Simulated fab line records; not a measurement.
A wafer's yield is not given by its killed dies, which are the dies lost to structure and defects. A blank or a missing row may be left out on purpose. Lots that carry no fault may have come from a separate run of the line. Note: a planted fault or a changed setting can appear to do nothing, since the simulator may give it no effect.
Chamber matching    flow nand_harc    NHARC_A_STAIRCASE_ALD_415 on ald_hk-03 has 4 sister chambers
The step deposits SiO2, target thk 30 nm, pulse time 6 s, ald cycles 300. 4 wafers are shown with their chamber, then 10 later ones without.

WAFERS WITH THEIR CHAMBER
wafer   chamber  heater_power_w (W)
L083.6  3        469
L088.5  0        406
L089.1  2        367
L089.3  1        460

WAFERS MISSING THEIR CHAMBER
wafer   heater_power_w (W)
L089.5  372
L091.1  440
L091.2  406
L091.4  360
L090.3  465
L090.4  410
L090.6  400
L096.2  359
L096.5  376
L096.6  440

WHICH CHAMBER EACH WENT THROUGH
wafer   from the rows above           in truth
L089.5  2                             2
L091.1  can't be placed: 1 or 3 or 0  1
L091.2  0                             0
L091.4  2                             2
L090.3  can't be placed: 3 or 1       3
L090.4  0                             0
L090.6  0                             0
L096.2  2                             2
L096.5  2                             2
L096.6  can't be placed: 1 or 3 or 0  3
7 of 10 placed correctly. Can't be placed from these rows: 3 (the true chamber is among the candidates in 3). 0 placed wrongly.
How it was worked out, from the rows above alone: a wafer's distance from a chamber is the root of the sum, over the readings, of the square of ((its reading less the chamber's mean) divided by the reading's scatter). The wafer belongs to the nearest chamber; if the next one is less than 2 further off, it can't be placed. A chamber's mean is the mean of its shown wafers. The scatter: with one shown wafer a chamber, the root of the mean of the squares of how far each hidden wafer lies from its nearest shown one.
